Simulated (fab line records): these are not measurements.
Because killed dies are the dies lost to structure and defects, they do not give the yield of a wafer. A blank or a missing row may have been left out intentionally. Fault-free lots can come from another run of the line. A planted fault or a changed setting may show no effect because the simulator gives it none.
A lot that was struck, set against a sound lot || flow n5 finfet || 19 steps out of a route of 1938
Sound: wafers L289.1, L289.5, L289.6. Struck: wafer L300.2; the same lot's L300.4 was not struck, so it is left out; see the end for the cause.
For every step that has rows: the tool of each side, followed by ch and its chambers, followed by its first start. Under that, the readings that differ: sound wafers || struck wafers || difference of the means || sigmas: that difference in standard deviations of wafers without a fault.
alike: readings with means less than 2 such deviations apart, plus words and numbers identical on both sides. not compared: withheld readings, readings lacking a value on some wafer, bounds such as >300 that could conceal the same value, and numbers that have no deviation in the record and whose values overlap.
The two part at a step that has a row with sigmas, a row that says differs or no value, or rows on one side only. Non-overlapping numbers with no deviation appear without sigmas and do not part them. Lack of a reading on every wafer of one side parts them only where that side has two or more wafers.

first, 1 step without rows for these wafers: N5_BEOL_M12_ETCH_67 (etches SiARC in CF4, target depth 143 nm, time 238.3 s).
N5_BEOL_M12_ETCH_68: etches SOC in N2/H2, time 285 s.
  sound on rie diel-05 ch 0,1,3, day 12 19:18; struck on rie diel-02 ch 3, day 15 14:01
{"reading": "drypump motor current A (A)", "sound": "5.7 5.4 5.7", "struck": 6.6, "difference": "+1.0", "sigmas": "+3"}
  alike: oes product au, rf vpp V, showerhead plenum p Torr, throttle valve pct
  not compared: rf hours counter h
then, 3 steps without rows for these wafers: N5_BEOL_M12_STRIP_69 (strips in N2/H2); N5_BEOL_M12_TRENCH_ETCH_34 (etches SiOC in C4F8/O2/Ar, target depth 318.95 nm, time 125.5 s); N5_BEOL_M12_STRIP_70 (strips in C4F8/O2/Ar).
N5_BEOL_M12_OCD_MEAS_35:
  struck on ocd-02, day 15 14:22; sound on ocd-02, day 12 19:38
  alike: trench depth nm
N5_BEOL_M12_STRIP_37: strips in N2/H2.
  sound on plasma asher-02 ch 0,1, day 12 19:40; struck on plasma asher-01 ch 0, day 15 14:24
  alike: drypump motor current A, heater power w, oes product au
  not compared: rf hours counter h
then, 3 steps without rows for these wafers: N5_BEOL_M12_ETCH_38 (etches SiCN in CF4/N2, target depth 68.7 nm, time 73.4 s); N5_BEOL_M12_PRECLEAN_39 (cleans in residue remover, time 60 s); N5_BEOL_M12_SRD_40 (time 30 s, dry time 30 s).
N5_BEOL_M12_DEGAS_41: time 60 s.
  struck on pvd sputter-01, day 15 16:39; sound on pvd sputter-02, day 12 20:23
{"reading": "susceptor temp C (C)", "sound": "249.88 249.95 249.93", "struck": 250.31, "difference": "+0.39", "sigmas": "+2"}
  alike: heater power w
N5_BEOL_M12_PRE_CLEAN_42: time 30 s.
  struck on pvd sputter-01, day 15 16:41; sound on pvd sputter-02, day 12 20:25
  alike: heater power w, susceptor temp C
N5_BEOL_M12_SPUTTER_43: material TaN, target thk 15 nm, time 24.19 s.
  struck on pvd sputter-01, day 15 16:44; sound on pvd sputter-02, day 12 20:28
{"reading": "model.TaN_of_BEOL_M12_SPUTTER_43.thk nm (nm)", "sound": "15 15 15", "struck": 10.4, "difference": -4.6, "sigmas": ""}
  alike: chamber pressure pa, throttle valve pct
  not compared: susceptor temp C
N5_BEOL_M12_SPUTTER_44: material Ta, target thk 10 nm, time 16.13 s.
  struck on pvd sputter-01, day 15 16:49; sound on pvd sputter-02, day 12 20:32
  alike: chamber pressure pa, susceptor temp C, throttle valve pct
then, 3 steps without rows for these wafers: N5_BEOL_M12_SPUTTER_45 (material Cu, target thk 80 nm, time 13.33 s); N5_BEOL_M12_ECD_47 (material Cu, target thk 720 nm); N5_BEOL_M12_ANNEAL_48 (time 90 s).
N5_BEOL_M12_CMP_49: polishes, stops on SiOC, t overpolish 20.6 s, target thk 320 nm.
  sound on cmp-01 ch 2,3, day 12 21:13; struck on cmp-01 ch 0, day 15 20:28
{"reading": "barrier field endpoint s (s)", "sound": "30.1 30.0 30.6", "struck": 23.9, "difference": -6.3, "sigmas": -9}
  alike: clearing platen rpm, motor current A
N5_BEOL_M12_THK_MEAS_50: measures by xrf.
  struck on film metro-01, day 15 20:43; sound on film metro-01, day 12 21:28
  alike: M12_THK

## WHERE THEY PART
Last at N5_BEOL_M12_CMP_49 as far as this record goes, first at N5_BEOL_M12_ETCH_68. Later steps at which nothing parts them and some readings are alike: N5_BEOL_M12_THK_MEAS_50.

WHY: whatever the simulator had introduced
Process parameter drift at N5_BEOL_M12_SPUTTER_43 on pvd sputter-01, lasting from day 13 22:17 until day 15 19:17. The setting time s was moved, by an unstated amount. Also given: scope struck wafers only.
